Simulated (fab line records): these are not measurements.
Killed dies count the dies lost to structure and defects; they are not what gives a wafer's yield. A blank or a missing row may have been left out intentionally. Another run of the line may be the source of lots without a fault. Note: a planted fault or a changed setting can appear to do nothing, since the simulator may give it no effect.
What tool caused it? -- flow n5_finfet -- Sampling: 9 lots, 27 wafers, 6 of 1938 route steps

WHAT THE GAUGES READ, wafer by wafer
N5_SD_ACTIVATION_RS_MEAS_03: measurement is done with a four-point probe. Usual: RS_SD_N 21.9 ohm/sq, standard deviation 0.31; RS_SD_P 56.0 ohm/sq, standard deviation 0.76.
lot,measured,on,RS_SD_N (ohm/sq),RS_SD_P (ohm/sq),flag
L537,day 4 12:05,film_metro-01,21.6 21.8 21.6,55.7 55.4 56.2,
L538,day 4 16:21,film_metro-01,21.2 21.4 21.6,55.5 55.1 55.4,
L539,day 4 23:25,film_metro-01,21.4 21.5 21.9,56.6 56.9 56.9,
L540,day 5 03:27,film_metro-02,22.4 22.5 22.2,55.1 56.2 55.1,
L541,day 5 10:58,film_metro-01,21.6 21.4 21.2,56.1 54.7 55.0,
L543,day 5 21:39,film_metro-01,21.5 21.4 21.8,55.3 56.7 55.9,
L550,day 7 16:26,film_metro-02,27.4 26.6 27.1,58.6 58.9 58.5,OFF
L552,day 8 01:52,film_metro-01,26.7 26.9 26.9,56.2 57.2 56.2,OFF
L556,day 9 03:32,film_metro-02,22.0 22.2 22.5,56.3 56.2 55.9,

N5_SD_ACTIVATION_INSPECT_02: inspects for defects (darkfield). Usual: raw_defect_count reads 188 (standard deviation 41).
lot,measured,on,raw_defect_count,flag
L537,day 4 12:25,defect_inspect-02,145 215 167,
L538,day 4 16:38,defect_inspect-01,184 218 249,
L539,day 4 23:44,defect_inspect-01,189 159 201,
L540,day 5 03:46,defect_inspect-02,112 142 179,
L541,day 5 11:17,defect_inspect-02,137 138 153,
L543,day 5 21:58,defect_inspect-01,153 185 142,
L550,day 7 16:45,defect_inspect-02,182 166 185,
L552,day 8 02:11,defect_inspect-01,215 166 177,
L556,day 9 03:50,defect_inspect-02,133 209 183,

N5_BEOL_M4_RC_MEAS_101. Usual: DIBL_N 36.5 mV/V, standard deviation 1.8; DIBL_P 36.5 mV/V, standard deviation 2.1; IOFF_N 0.17 nA/um, standard deviation 0.031; IOFF_P 0.22 nA/um, standard deviation 0.036; ION_N 677 uA/um, standard deviation 11; ION_P 463 uA/um, standard deviation 8; RC_DENSE_N 18.5 ohm.um, standard deviation 0.5; RC_N 15.1 ohm.um, standard deviation 0.4; REXT_N 74.9 ohm.um, standard deviation 1.8; RS_SD_N 28.4 ohm/sq, standard deviation 0.41; SS_N 71.6 mV/dec, standard deviation 0.61; SS_P 73.3 mV/dec, standard deviation 0.63; VT_N 249 mV, standard deviation 3.1; VT_P -250 mV, standard deviation 3.3.
lot,measured,on,DIBL_N (mV/V),DIBL_P (mV/V),IOFF_N (nA/um),IOFF_P (nA/um),ION_N (uA/um),ION_P (uA/um),RC_DENSE_N (ohm.um),RC_N (ohm.um),REXT_N (ohm.um),RS_SD_N (ohm/sq),SS_N (mV/dec),SS_P (mV/dec),VT_N (mV),VT_P (mV),flag
L537,day 8 21:28,prober-01,37.0 38.6 36.6,36.2 39.5 36.2,0.16 0.19 0.15,0.20 0.25 0.20,671 691 676,458 474 469,18.5 18.1 18.0,14.9 14.8 14.8,73.0 73.6 73.8,28.2 27.9 27.9,71.6 71.3 70.8,73.5 74.3 73.4,247 247 249,-251 -247 -248,
L538,day 9 10:14,prober-01,38.5 34.7 36.1,38.5 34.7 35.5,0.21 0.14 0.15,0.26 0.20 0.20,694 681 679,476 468 469,18.5 18.8 19.9,15.0 15.3 16.1,73.9 75.0 75.4,27.5 27.9 28.1,72.0 71.0 71.7,73.7 72.8 73.1,242 250 250,-245 -248 -249,
L539,day 9 20:15,prober-02,35.0 35.7 33.9,35.6 36.2 34.9,0.13 0.15 0.13,0.19 0.20 0.18,667 678 675,465 467 463,18.9 18.1 18.3,15.2 14.9 15.0,73.3 73.8 74.0,27.4 27.8 27.8,70.8 71.3 70.9,73.1 73.9 72.5,249 249 251,-251 -253 -251,
L540,day 9 19:58,prober-01,36.8 33.8 35.6,35.8 32.8 34.7,0.16 0.12 0.15,0.21 0.16 0.19,675 673 670,460 459 461,18.4 18.9 19.1,15.2 15.4 15.3,75.7 75.5 74.8,28.8 28.7 28.6,71.4 71.0 71.0,73.3 72.4 72.5,248 251 249,-249 -254 -248,
L541,day 10 03:37,prober-02,35.0 35.3 36.3,34.7 34.6 35.7,0.15 0.16 0.16,0.20 0.20 0.21,676 677 678,462 465 462,18.0 18.3 18.3,14.8 15.0 15.0,73.1 72.6 73.3,27.8 27.5 27.5,71.1 70.5 71.2,73.3 72.5 73.3,247 246 250,-251 -251 -251,
L543,day 10 20:40,prober-01,36.4 38.2 37.4,35.0 36.7 35.6,0.18 0.20 0.20,0.20 0.22 0.21,679 675 672,454 452 452,18.2 18.1 17.8,14.9 14.8 14.6,76.4 76.7 75.8,28.1 27.8 28.3,71.9 72.8 71.6,72.7 73.5 73.1,246 248 246,-252 -250 -252,
L550,day 12 10:10,prober-01,33.5 36.8 35.6,31.5 35.1 33.6,0.12 0.19 0.16,0.16 0.21 0.19,656 671 658,455 459 455,22.6 22.2 22.5,18.5 18.1 18.5,82.9 81.7 82.9,34.7 33.7 34.0,70.5 71.1 71.3,71.7 73.0 73.0,253 245 247,-252 -246 -251,OFF
L552,day 12 10:23,prober-02,37.2 35.7 36.5,38.0 36.7 37.7,0.20 0.18 0.19,0.29 0.27 0.30,677 684 682,475 481 477,22.8 21.7 23.7,18.6 17.8 19.4,85.6 84.9 87.7,33.6 33.9 33.7,72.0 71.0 71.7,73.7 73.5 73.8,247 247 248,-242 -243 -241,OFF
L556,day 14 23:12,prober-01,37.0 40.1 38.5,35.4 39.8 38.1,0.15 0.20 0.18,0.20 0.28 0.25,662 673 667,456 465 461,19.1 18.4 18.6,15.5 15.1 15.1,74.5 73.9 74.7,28.6 28.5 28.6,72.7 72.6 71.9,72.6 74.4 73.8,253 251 248,-251 -245 -247,

WHAT TOOL EACH LOT RAN ON (gives the tool, then ch and the chambers of the sampled wafers, and finally the start)
lot,N5_SD_EPI_P_ETCH_36,N5_SD_ACTIVATION_LSA_01,N5_ILD0_ALD_15
L537,"rie_diel-06 ch 0,2,3, day 4 05:52","laser_anneal-02 ch 0, day 4 11:53","ald_sin-01 ch 2,3, day 4 16:13"
L538,"rie_diel-02 ch 0,2,3, day 4 12:11","laser_anneal-01 ch 0, day 4 16:10","ald_sin-03 ch 0,2, day 4 22:13"
L539,"rie_diel-02 ch 0,2,3, day 4 19:17","laser_anneal-02 ch 0, day 4 23:12","ald_sin-01 ch 2,3, day 5 03:44"
L540,"rie_diel-01 ch 1,2,3, day 4 22:20","laser_anneal-01 ch 0, day 5 03:15","ald_sin-03 ch 2,3, day 5 08:44"
L541,"rie_diel-02 ch 0,1,3, day 5 06:44","laser_anneal-02 ch 0, day 5 10:46","ald_sin-03 ch 0,1,3, day 5 15:13"
L543,"rie_diel-02 ch 0,1,2, day 5 16:41","laser_anneal-02 ch 0, day 5 21:26","ald_sin-03 ch 2,3, day 6 01:50"
L550,"rie_diel-06 ch 0,3, day 7 12:17","laser_anneal-02 ch 0, day 7 16:14","ald_sin-03 ch 0,2,3, day 7 20:52"
L552,"rie_diel-06 ch 0,1,3, day 7 21:44","laser_anneal-02 ch 0, day 8 01:40","ald_sin-03 ch 2,3, day 8 06:00"
L556,"rie_diel-02 ch 1,2,3, day 8 23:24","laser_anneal-01 ch 0, day 9 03:20","ald_sin-03 ch 0,3, day 9 08:01"
- N5_SD_EPI_P_ETCH_36: etches SiARC in CF4, target depth 45.5 nm, time 75.8 s.
- N5_SD_ACTIVATION_LSA_01: time 0.0008 s.
- N5_ILD0_ALD_15: deposits SiNx, target thk 24 nm, pulse time 1 s, ald cycles 480.

WHAT THE TOOLS THEMSELVES READ (means of the sampled wafers that have a number; where no wafer has one, the mark that the record gives instead)
N5_SD_EPI_P_ETCH_36. Usual: drypump_motor_current_A 5.7 A, standard deviation 0.4; etch_rf_on_time_s 75.7 s, standard deviation 1.4; oes_product_au 0.66 a.u., standard deviation 0.07; rf_vpp_V 184.0 V, standard deviation 1.2; showerhead_plenum_p_Torr 2.14 Torr, standard deviation 0.065; throttle_valve_pct 15.60 %, standard deviation 0.25.
lot,tool,drypump_motor_current_A (A),etch_rf_on_time_s (s),oes_product_au (a.u.),rf_vpp_V (V),showerhead_plenum_p_Torr (Torr),throttle_valve_pct (%),flag
L537,rie_diel-06,5.5,75.2,0.69,183.5,2.18,15.59,
L538,rie_diel-02,6.0,77.5,0.61,183.9,2.13,15.80,
L539,rie_diel-02,6.0,77.4,0.61,184.2,2.12,15.81,
L540,rie_diel-01,6.0,75.5,0.73,184.4,2.17,15.42,
L541,rie_diel-02,5.8,76.2,0.61,182.6,2.07,15.68,
L543,rie_diel-02,5.6,75.5,0.63,184.6,2.10,15.69,
L550,rie_diel-06,5.6,73.7,0.72,184.2,2.16,15.43,
L552,rie_diel-06,5.6,74.9,0.65,184.1,2.13,15.53,
L556,rie_diel-02,5.8,76.2,0.61,183.9,2.12,15.58,

N5_SD_ACTIVATION_LSA_01. Usual: wafer_temp_C_max reads 1084.9 (standard deviation 0.81).
lot,tool,wafer_temp_C_max,flag
L537,laser_anneal-02,1086.0,
L538,laser_anneal-01,1083.9,
L539,laser_anneal-02,1085.5,
L540,laser_anneal-01,1084.8,
L541,laser_anneal-02,1085.4,
L543,laser_anneal-02,1085.3,
L550,laser_anneal-02,1034.1,OFF
L552,laser_anneal-02,1034.3,OFF
L556,laser_anneal-01,1085.0,

N5_ILD0_ALD_15. Usual: heater_power_w 866 W, standard deviation 89; precursor_pulse_height_rel 1.003, standard deviation 0.021.
lot,tool,heater_power_w (W),precursor_pulse_height_rel,flag
L537,ald_sin-01,876,1.020,
L538,ald_sin-03,808,0.995,
L539,ald_sin-01,876,1.023,
L540,ald_sin-03,889,1.007,
L541,ald_sin-03,872,1.007,
L543,ald_sin-03,908,1.006,
L550,ald_sin-03,838,1.012,
L552,ald_sin-03,914,1.009,
L556,ald_sin-03,830,0.997,

THE ANSWER, worked out from the rows above alone
Rule: lot off if the mean of its wafers having a number is beyond 3 standard deviations from the usual mean. A lot without any number at a reading at which 4 lots or more have one is off too. The other lots that the step has rows for count as sound. The gauges are gone through in route order, then the tools' own readings, and for those a lot's mean is taken as printed above. At the first step where some lot is off, the reading lying furthest off is the one used; lots without a number count as furthest.
Off: L550, L552, at N5_SD_ACTIVATION_RS_MEAS_03 (RS_SD_N).
If a tool, at a process step before that reading, ran all the lots that are off and no sound lot after the first of them, it fits. The gauges at N5_SD_ACTIVATION_RS_MEAS_03 aren't tried: what is off there is off at N5_BEOL_M4_RC_MEAS_101 too, on other tools, and a gauge's error can't cause that. Can't be told from this: 2 tools fit, rie_diel-06 at N5_SD_EPI_P_ETCH_36, laser_anneal-02 at N5_SD_ACTIVATION_LSA_01.

WHAT WAS PUT IN BY THE SIMULATOR
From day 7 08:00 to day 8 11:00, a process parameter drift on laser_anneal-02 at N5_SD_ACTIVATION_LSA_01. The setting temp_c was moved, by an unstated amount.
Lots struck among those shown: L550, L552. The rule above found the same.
